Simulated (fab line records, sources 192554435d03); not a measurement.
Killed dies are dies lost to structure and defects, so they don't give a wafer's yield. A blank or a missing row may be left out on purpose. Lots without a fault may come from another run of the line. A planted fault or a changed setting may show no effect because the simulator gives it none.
Which tool did it? | flow n5_finfet | 9 lots, 25 wafers sampled, at 4 steps of a route of 1938

WHAT THE GAUGES READ, wafer by wafer
N5_BEOL_M12_THK_MEAS_01.
lot  | measured     | on            | M12_ILD_THK (nm)
L295 | day 11 11:13 | film_metro-02 | 657 650 661
L298 | day 11 20:29 | film_metro-02 | 647 641 650
L300 | day 12 12:29 | film_metro-02 | 651 637 662
L302 | day 12 19:16 | film_metro-01 | 651 668 665
L309 | day 14 22:32 | film_metro-01 | 289 274
L310 | day 15 05:57 | film_metro-02 | 643 281
L314 | day 15 08:16 | film_metro-01 | 656 669 647
L315 | day 16 19:29 | film_metro-01 | 641 660 647
L317 | day 17 03:04 | film_metro-01 | 652 650 667

WHICH TOOL RAN EACH LOT (tool, then ch and the chambers of the sampled wafers, then the start)
lot  | N5_BEOL_M11_DEGAS_44         | N5_BEOL_M11_PRE_CLEAN_45     | N5_BEOL_M12_ILD_DEP_00
L295 | pvd_sputter-01, day 11 09:28 | pvd_sputter-01, day 11 09:31 | pecvd-03 ch 0,2, day 11 11:05
L298 | pvd_sputter-03, day 11 18:01 | pvd_sputter-03, day 11 18:04 | pecvd-01 ch 0,1, day 11 20:22
L300 | pvd_sputter-03, day 12 10:20 | pvd_sputter-03, day 12 10:22 | pecvd-03 ch 0,1,2, day 12 12:22
L302 | pvd_sputter-03, day 12 17:05 | pvd_sputter-03, day 12 17:08 | pecvd-02 ch 0,1,2, day 12 19:08
L309 | pvd_sputter-01, day 14 19:48 | pvd_sputter-01, day 14 19:50 | pecvd-03 ch 0,2, day 14 22:24
L310 | pvd_sputter-03, day 15 03:59 | pvd_sputter-03, day 15 04:02 | pecvd-03 ch 0,2, day 15 05:49
L314 | pvd_sputter-03, day 15 05:08 | pvd_sputter-03, day 15 05:10 | pecvd-01 ch 0,1,2, day 15 08:08
L315 | pvd_sputter-01, day 16 16:24 | pvd_sputter-01, day 16 16:26 | pecvd-01 ch 0,1, day 16 19:19
L317 | pvd_sputter-01, day 16 23:46 | pvd_sputter-01, day 16 23:49 | pecvd-02 ch 0,1, day 17 02:53
- N5_BEOL_M11_DEGAS_44: time 60 s.
- N5_BEOL_M11_PRE_CLEAN_45: time 30 s.
- N5_BEOL_M12_ILD_DEP_00: deposits SiOC from DEMS/O2, target thk 658.92 nm, time 130.7 s.

THE ANSWER, worked out from the rows above alone
Rule: what is usual is taken from the lots themselves. Put in order of their means at a reading, lots are off if they are a third of the lots or fewer, leave a main group of 4 or more, and stand apart from it by a gap of 3 or more times the standard deviation of the main group's means; of several such gaps the widest counts. A main group whose means are all the same, to the digits that the tables above print for the reading, isn't used. A lot without any number at a reading at which 4 lots or more have one is off too. The other lots that the step has rows for count as sound.
Off: L309, L310, at N5_BEOL_M12_THK_MEAS_01 (M12_ILD_THK). The main group: mean 654 nm, standard deviation 5.
A tool fits if, at a process step before that reading, it ran every lot that is off, and no sound lot after the first of them. The gauges at N5_BEOL_M12_THK_MEAS_01 are tried like those tools. One fits: pecvd-03 at N5_BEOL_M12_ILD_DEP_00. Its last sound lot is L300 (day 12 12:22), its first lot that is off L309 (day 14 22:24): a fault that began between those two fits.

WHAT THE SIMULATOR HAD PUT IN
Process parameter drift: pecvd-03, from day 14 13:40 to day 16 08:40, at N5_BEOL_M12_ILD_DEP_00. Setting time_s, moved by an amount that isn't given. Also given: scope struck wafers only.
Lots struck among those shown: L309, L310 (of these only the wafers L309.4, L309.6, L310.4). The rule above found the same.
